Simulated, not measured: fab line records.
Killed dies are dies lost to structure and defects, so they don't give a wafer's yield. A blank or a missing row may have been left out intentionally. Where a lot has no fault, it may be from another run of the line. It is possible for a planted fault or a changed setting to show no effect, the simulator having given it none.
fab line records | flow nand-harc
record: lots: 14 wafers: 41 last-day: 33
route steps=1302 shown A_WL_FILL@957
lots untouched by any fault: they come from a run of this same line in which no faults occurred
start-h: hours from the record's opening day to when the first of the lot's shown wafers began | wait-h: time in hours since the lot's previous step | " identical to the entry in the row above | L1.1+2: several wafers, shown together as one row | - no value, or no start was given | * or withheld: withheld | < > ~ a bound
route shown NAME@n: a module of which the file shows steps, and the number in the route of the first | usual: mean and standard deviation over wafers with no fault | same: alike in all rows | chamber/n: place in a boat | sites: readings site by site | _std_site: how widely they spread, as a standard deviation | _edge_site: inner sites' mean taken away from outer sites' mean | radius-mm: how far each site lies from the wafer's centre | mask NAME#n: copy n | behind: the most recent tool/chamber to have shaped the wafer | hold: what put the lot on hold/how long, in hours/how the hold closed | device: the transistor (n, p or np) that didn't switch | end of line: the tests these same wafers got at the end of their route | where a step has no rows: the recipe by itself | killed: dies that structure and defects cost at the first sort, which is not the same as the wafer's yield | map: shows each die of a wafer: x if killed, . if not, _ if none is there
set.NAME: the setting that was run; set.NAME@STEP: the one run at that earlier step | model.NAME: the simulator's own value behind a step, which no gauge read
a sample of lots followed through the steps of the route, with each step as a table and each wafer as a row
services: when a tool's chamber went out of use (start-h, in hours from the record's first day, below 0 if earlier), for how many hours, and the reason
== steps ==
step: NHARC_A_WL_FILL_ETCHBACK_04
recipe: target-depth-a: 600 time-s: 120 chemistry: NF3
usual: drypump-motor-current-A: 5.5/0.4 oes-product-au: 1.002/0.012
columns lot.wafer tool chamber start-h wait-h drypump-motor-current-A oes-product-au rf-hours-counter-h
L710.2 rie-metal-01 1 475.10 0.3 6.0 1.013 1.3
L710.4 " 1 " " 6.0 1.014 -
L710.3 " 0 " " 4.9 1.010 -
L712.1 rie-metal-02 0 475.16 0.4 5.8 0.990 0.2
L712.3 " 1 " " 5.9 0.998 -
L712.5 " 0 " " 5.8 0.981 -
L715.3 rie-metal-01 0 507.30 0.3 4.9 1.012 -
L715.4 " 1 " " 6.0 1.017 -
L715.6 " 1 " " 6.0 1.006 -
L713.1 rie-metal-02 0 507.57 0.6 5.8 0.983 0.7
L713.4 " 1 " " 5.9 0.990 -
L713.3 " 0 " " 5.8 0.977 -
L714.1 rie-metal-01 0 514.35 0.3 4.9 1.018 2.0
L714.3 " 0 " " 4.9 1.017 -
L714.6 " 0 " " 4.9 1.015 -
L716.2 rie-metal-03 1 528.73 0.3 5.3 0.995 0.0
L716.4 " 1 " " 5.4 1.002 -
L716.5 " 0 " " 5.2 1.008 -
L718.2 rie-metal-01 0 554.88 0.3 4.9 1.013 2.4
L718.1 " 1 " " 6.0 1.005 2.4
L727.1 rie-metal-03 0 637.43 0.3 5.2 0.996 2.3
L727.3 " 0 " " 5.2 0.997 -
L727.5 " 0 " " 5.2 1.013 -
L726.4 rie-metal-02 1 641.71 0.3 5.9 1.011 -
L726.5 " 1 " " 5.9 1.012 -
L726.6 " 0 " " 5.7 0.993 -
L728.2 rie-metal-03 0 642.02 0.4 5.2 1.010 -
L728.4 " 0 " " 5.2 1.007 -
L728.6 " 0 " " 5.2 1.012 -
L729.3 rie-metal-01 1 654.03 0.2 6.0 1.009 -
L729.6 " 1 " " 6.0 1.000 -
L729.5 " 0 " " 4.9 1.008 -
L733.2 rie-metal-02 0 685.00 0.3 5.8 0.996 0.7
L733.3 " 1 " " 5.9 1.017 -
L733.4 " 0 " " 5.8 0.998 -
L731.1 rie-metal-03 0 689.80 0.4 5.2 1.004 3.9
L731.3 " 1 " " 5.3 0.994 -
L731.5 " 1 " " 5.4 0.998 -
L732.2 rie-metal-01 1 693.55 0.3 6.0 0.995 1.6
L732.1 " 0 " " 4.9 1.007 1.6
L732.5 " 0 " " 4.9 0.994 -
step: NHARC_A_WL_FILL_ETCHBACK_05
recipe: target-depth-a: 220 time-s: 60 temp-c: 40 chemistry: Cl2/BCl3
usual: drypump-motor-current-A: 5.5/0.4 oes-product-au: 1.003/0.013 temp-c: 40.00/0.12
columns lot.wafer tool chamber start-h wait-h drypump-motor-current-A oes-product-au rf-hours-counter-h temp-c
L710.2 rie-metal-01 0 475.36 0.2 4.9 0.996 1.4 39.92
L710.4 " 1 " " 6.0 1.005 - 39.82
L710.3 " 0 " " 4.9 1.001 - 40.06
L712.1 rie-metal-02 1 475.38 0.2 5.9 1.017 0.4 40.06
L712.3 " 1 " " 5.9 0.992 - 40.23
L712.5 " 1 " " 5.9 1.009 - 40.22
L715.4 rie-metal-01 1 507.50 0.1 6.0 1.021 - 39.95
L715.3 " 0 " " 4.9 1.017 - 39.79
L715.6 " 1 " " 6.0 1.018 - 40.27
L713.1 rie-metal-02 1 507.78 0.2 5.9 0.988 0.9 40.13
L713.4 " 0 " " 5.8 0.976 - 39.99
L713.3 " 1 " " 5.9 0.984 - 40.07
L714.1 rie-metal-01 1 514.66 0.3 6.0 1.026 2.1 40.07
L714.3 " 0 " " 4.9 1.016 - 40.25
L714.6 " 1 " " 6.0 1.032 - 39.98
L716.2 rie-metal-03 1 528.97 0.2 5.4 0.995 0.1 39.85
L716.4 " 1 " " 5.4 0.999 - 40.06
L716.5 " 0 " " 5.2 1.023 - 39.91
L718.1 rie-metal-01 1 555.13 0.2 6.0 1.021 2.6 40.10
L718.2 " 0 " " 4.9 1.029 2.6 40.19
L727.1 rie-metal-03 0 637.88 0.4 5.2 1.001 2.6 39.92
L727.3 " 0 " " 5.2 1.000 - 39.96
L727.5 " 0 " " 5.2 1.003 - 40.06
L726.4 rie-metal-02 1 641.91 0.2 5.9 1.018 - 39.95
L726.6 " 1 " " 5.9 1.022 - 39.67
L726.5 " 0 " " 5.8 1.005 - 40.07
L728.2 rie-metal-03 0 642.42 0.3 5.2 1.003 - 39.90
L728.4 " 0 " " 5.2 1.004 - 40.21
L728.6 " 0 " " 5.2 1.001 - 39.99
L729.3 rie-metal-01 1 654.24 0.2 6.0 1.003 - 40.04
L729.6 " 0 " " 4.9 1.014 - 39.94
L729.5 " 1 " " 6.0 0.996 - 40.04
L733.2 rie-metal-02 1 685.22 0.2 5.9 0.998 0.9 39.86
L733.3 " 0 " " 5.8 0.996 - 39.94
L733.4 " 1 " " 5.9 1.000 - 39.90
L731.1 rie-metal-03 1 690.02 0.2 5.4 0.989 1.8 39.96
L731.3 " 0 " " 5.2 1.004 - 40.16
L731.5 " 0 " " 5.2 0.998 - 39.94
L732.1 rie-metal-01 0 693.79 0.2 4.9 1.006 1.7 39.89
L732.2 " 1 " " 6.0 0.985 1.7 39.84
L732.5 " 1 " " 6.0 1.001 - 39.90
step: NHARC_A_WL_FILL_STRIP_27
recipe: power-w: 1500 temp-c: 250 time-s: 20 chemistry: N2/H2
usual: drypump-motor-current-A: 5.62/0.16 heater-power-w: 315/25 temp-c: 250.01/0.15
columns lot.wafer tool chamber start-h wait-h drypump-motor-current-A heater-power-w rf-hours-counter-h temp-c
L712.1 plasma-asher-01 0 475.50 0.1 5.33 305 24 250.01
L712.3 " 1 " " 5.66 310 - 250.15
L712.5 " 1 " " 5.69 318 - 249.93
L710.2 plasma-asher-02 1 475.51 0.1 5.70 306 10 249.95
L710.4 " 0 " " 5.77 375 - 249.89
L710.3 " 1 " " 5.71 304 - 249.76
L715.4 plasma-asher-01 0 507.66 0.1 5.37 303 - 250.33
L715.3 " 1 " " 5.69 309 - 249.91
L715.6 " 0 " " 5.36 311 - 249.94
L713.1 plasma-asher-01 0 507.91 0.1 5.33 310 31 249.85
L713.4 " 0 " " 5.30 305 - 250.03
L713.3 " 1 " " 5.67 314 - 249.95
L714.1 plasma-asher-02 0 514.83 0.1 5.74 370 19 250.13
L714.3 " 1 " " 5.69 301 - 250.18
L714.6 " 1 " " 5.68 315 - 249.91
L716.2 plasma-asher-01 1 529.11 0.1 5.66 285 0 249.99
L716.4 " 1 " " 5.68 283 - 249.97
L716.5 " 0 " " 5.33 313 - 249.91
L718.1 plasma-asher-01 0 555.27 0.1 5.35 318 5 250.19
L718.2 " 1 " " 5.67 286 5 249.73
L727.1 plasma-asher-01 1 638.11 0.2 5.66 291 24 249.82
L727.3 " 1 " " 5.66 286 - 250.07
L727.5 " 0 " " 5.34 319 - 250.12
L726.4 plasma-asher-02 0 642.12 0.2 5.77 327 - 249.85
L726.6 " 0 " " 5.79 327 - 249.75
L726.5 " 1 " " 5.66 291 - 249.95
L728.2 plasma-asher-02 1 642.60 0.2 5.67 284 5 249.89
L728.4 " 1 " " 5.66 286 - 249.95
L728.6 " 1 " " 5.68 281 - 250.04
L729.3 plasma-asher-01 1 654.39 0.1 5.68 287 - 249.96
L729.5 " 1 " " 5.71 288 - 250.32
L729.6 " 0 " " 5.34 319 - 249.95
L733.2 plasma-asher-01 1 685.37 0.1 5.70 284 35 250.02
L733.3 " 0 " " 5.31 306 - 250.21
L733.4 " 1 " " 5.70 289 - 250.18
L731.1 plasma-asher-02 1 690.15 0.1 5.67 283 17 250.02
L731.3 " 1 " " 5.68 278 - 250.00
L731.5 " 0 " " 5.78 329 - 249.94
L732.1 plasma-asher-01 0 693.93 0.1 5.36 319 36 250.24
L732.2 " 1 " " 5.71 288 36 250.09
L732.5 " 1 " " 5.72 290 - 249.94
step: NHARC_A_WL_FILL_ALD_19
recipe: target-thk-a: 20 pulse-time-s: 3 ald-cycles: 100 temp-c: 450 material: TiN
usual: ald-cycles: 100/0 heater-power-w: 1116/140 precursor-pulse-height-rel: 0.998/0.017
columns lot.wafer tool chamber start-h wait-h ald-cycles heater-power-w precursor-pulse-height-rel since-wet-clean-h
L712.1 ald-metal-01 2 490.67 0.1 100 1185 1.007 133
L712.3 " 3 " " 100 1327 1.000 133
L712.5 " 2 " " 100 1190 1.010 -
L710.4 ald-metal-03 2 490.67 0.1 100 1159 1.048 91
L710.3 " 0 " " 100 988 1.015 91
L710.2 " 1 " " 100 928 0.976 91
L715.3 ald-metal-03 2 527.35 0.1 100 1206 0.979 127
L715.4 " 0 " " 100 997 0.989 127
L715.6 " 2 " " 100 1179 0.981 -
L713.3 ald-metal-02 0 527.37 0.1 100 1040 1.008 85
L713.4 " 1 " " 100 1183 0.986 85
L713.1 " 2 " " 100 1348 0.999 85
L714.3 ald-metal-02 1 530.58 0.1 100 1148 1.004 89
L714.1 " 3 " " 100 967 0.982 89
L714.6 " 2 " " 100 1361 0.977 -
L716.2 ald-metal-02 0 544.87 0.1 43 1026 1.003 103
L716.4 " 1 " " 100 1166 1.016 103
L716.5 " 1 " " 100 1179 0.989 -
L718.2 ald-metal-02 2 571.00 0.1 43 1349 1.003 129
L718.1 " 3 " " 100 947 0.997 129
L727.3 ald-metal-03 2 653.31 0.1 100 1227 0.986 75
L727.1 " 3 " " 100 987 1.032 75
L727.5 " 3 " " 100 1006 1.046 -
L726.4 ald-metal-02 3 657.69 0.1 100 990 1.006 38
L726.6 " 3 " " 100 1016 0.992 -
L726.5 " 0 " " 100 1061 0.997 -
L728.4 ald-metal-03 1 657.71 0.1 100 961 1.012 80
L728.2 " 2 " " 100 1225 0.995 80
L728.6 " 0 " " 100 1007 1.007 -
L729.3 ald-metal-03 2 670.05 0.1 100 1220 0.991 92
L729.6 " 2 " " 100 1218 0.998 -
L729.5 " 3 " " 100 1013 0.975 -
L733.4 ald-metal-02 2 701.15 0.1 100 1354 0.988 81
L733.2 " 3 " " 100 1002 0.992 81
L733.3 " 0 " " 100 1067 1.007 81
L731.1 ald-metal-02 3 705.37 0.1 100 998 1.023 85
L731.3 " 0 " " 100 1057 1.007 85
L731.5 " 0 " " 100 1071 1.006 -
L732.1 ald-metal-03 0 709.17 0.1 100 1013 0.970 131
L732.2 " 2 " " 100 1200 1.006 131
L732.5 " 0 " " 100 1010 0.984 -
== services ==
columns tool chamber start-h hours kind
rie-metal-02 - 454.00 9.0 pm
rie-metal-01 0 470.98 2.1 repair
rie-metal-03 - 519.00 9.0 pm
plasma-asher-01 - 519.76 9.0 pm
ald-metal-01 - 526.00 10.0 pm
ald-metal-03 - 550.43 0.4 repair
ald-metal-03 - 568.00 10.0 pm
rie-metal-01 - 575.00 9.0 pm
rie-metal-03 1 579.23 79.4 repair
plasma-asher-02 - 582.04 4.0 repair
ald-metal-02 3 588.94 7.9 repair
plasma-asher-02 - 603.05 9.0 pm
rie-metal-01 0 604.52 6.3 repair
rie-metal-01 - 606.38 0.9 repair
ald-metal-02 - 610.00 10.0 pm
ald-metal-01 - 611.03 0.7 repair
ald-metal-03 2 624.07 6.4 repair
rie-metal-02 - 631.00 9.0 pm
ald-metal-01 - 669.30 0.5 repair
rie-metal-01 1 672.80 2.3 repair
plasma-asher-02 - 692.15 4.1 repair
rie-metal-03 - 696.00 9.0 pm
plasma-asher-01 - 696.76 9.0 pm
ald-metal-03 - 699.29 1.0 repair
== key ==
first-sign: step: NHARC_A_WL_FILL_ALD_19 reading: ald-cycles direction: down sigmas: 99+ usual: 100 struck: 43
effect none on later readings
met-at NHARC_A_WL_FILL_ALD_19
struck-lots L716,L718
struck-wafers L716.2,L718.2
later-rows-left-out L716.2,L718.2
sort-left-out L716.2,L718.2
tester-left-out L716,L718
not-acting-at NHARC_A_WL_FILL_ETCHBACK_04,NHARC_A_WL_FILL_ETCHBACK_05,NHARC_A_WL_FILL_STRIP_27
onset-between 530.58 544.87
fault: kind: process-parameter-drift tool: ald-metal-02 chamber: - onset-h: 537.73 steps: NHARC_A_WL_FILL_ALD_19 channel: ald-cycles offset: -57 shape: step end-h: 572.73 scope: struck-wafers-only acts-in: these-recipes-only stated: 100
tester-left-out: of these lots the tester's yield and bins aren't shown, on N5 and GAA mostly nor the transistor test; their killed dies are dies lost to structure and defects alone, not to doping, threshold or leakage, so they don't give the yield
sort-left-out: the simulated sort isn't trusted on such a fault, so these wafers' sort isn't shown, and their yield isn't known
later-rows-left-out: the simulator's readings of these wafers behind a module that went badly wrong aren't trusted and aren't shown, but for the sort
